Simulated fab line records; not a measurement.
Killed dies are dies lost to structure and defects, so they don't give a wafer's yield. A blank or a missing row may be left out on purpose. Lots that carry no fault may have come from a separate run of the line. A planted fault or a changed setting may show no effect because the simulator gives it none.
Struck lot and sound lot, side by side	flow nandHarc	13 steps out of a route of 1302
Sound: the wafers L822.1, L822.2, L822.4. The struck wafers were L820.2, L820.5, L820.6. The cause is named last.
At each step with rows: each side's tool, then ch and its chambers, then its first start. Under that, the readings that differ: sound wafers	struck wafers	difference of the means	sigmas: that difference in standard deviations of wafers without a fault.
alike: readings with means less than 2 such deviations apart, plus words and numbers identical on both sides. not compared: withheld readings, readings lacking a value on some wafer, bounds such as >300 that could conceal the same value, and numbers that have no deviation in the record and whose values overlap.
Wherever a step has rows on one side only, a row that says differs or no value, or a row with sigmas, the two part there. Non-overlapping numbers with no deviation appear without sigmas and do not part them. A reading that every wafer of one side lacks parts them only if that side has two wafers or more.

NHARC_P_CONTACT_CD_MEAS_19:
  sound on cdSem-01, day 8 20:48; struck on cdSem-03, day 8 03:50
  alike: cdNm
NHARC_P_CONTACT_STRIP_28: strips in O2.
  sound on rieDiel-06 ch 0,2,3, day 8 20:53; struck on rieDiel-06 ch 0,1, day 8 03:55
  alike: drypumpMotorCurrentA, oesProductAu, rfVppV, showerheadPlenumPTorr, throttleValvePct
  not compared: rfHoursCounterH
then, 1 step without rows for these wafers: NHARC_P_CONTACT_STRIP_29 (strips in post etch residue remover, time 1200 s).
NHARC_P_CONTACT_DEGAS_38: time 60 s.
  sound on pvdSputter-01, day 8 21:31; struck on pvdSputter-02, day 8 04:34
  alike: heaterPowerW
then, 1 step without rows for these wafers: NHARC_P_CONTACT_PRE_CLEAN_39 (time 19.5 s).
NHARC_P_CONTACT_PVD_32: deposits Ti, target thk 5 nm, time 17.7 s.
  sound on pvdSputter-01; struck on pvdSputter-02
  alike: throttleValvePct
NHARC_P_CONTACT_ALD_22: deposits TiN, target thk 3 nm, pulse time 1 s, ald cycles 150.
  sound on aldMetal-04 ch 0,1,2, day 8 21:46; struck on aldMetal-02 ch 0,1, day 8 04:49
  alike: heaterPowerW, precursorPulseHeightRel
then, 1 step without rows for these wafers: NHARC_P_CONTACT_CVD_23 (deposits W, target thk 200 nm, time 557 s).
NHARC_P_CONTACT_CMP_24: polishes, t overpolish 30 s, target thk 200 nm.
  sound on cmp-04 ch 0,1,3, day 8 22:37; struck on cmp-04 ch 1,2,3, day 8 05:42
  alike: motorCurrentA, overpolishRunS, slurryFlowMlMin, timeToEndpointS
following that, these wafers have no rows for 1 step: NHARC_P_CONTACT_SRD_26.
NHARC_P_CONTACT_INSPECT_27:
  sound on defectInspect-01, day 8 23:01; struck on defectInspect-02, day 8 06:04
  alike: rawDefectCount
NHARC_P_M0_DEP_00: deposits SiOC, target thk 150 nm.
  sound on pecvd-01 ch 0,1,2, day 8 23:05; struck on pecvd-03 ch 0,1,2, day 8 06:10
  no value came back on the struck wafers for chamberPressureTorr (Torr), rfFwdPowerW (W); on the sound wafers chamberPressureTorr (Torr) reads 5.010 4.994 4.998
then, 1 step without rows for these wafers: NHARC_P_M0_DEHYDRATE_01 (time 120 s).

WHERE THEY PART
Within this record, at NHARC_P_M0_DEP_00 only.

WHY: whatever the simulator had introduced
Skipped step whole: pecvd-03, from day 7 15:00 on, at NHARC_P_M0_DEP_00. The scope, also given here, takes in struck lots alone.
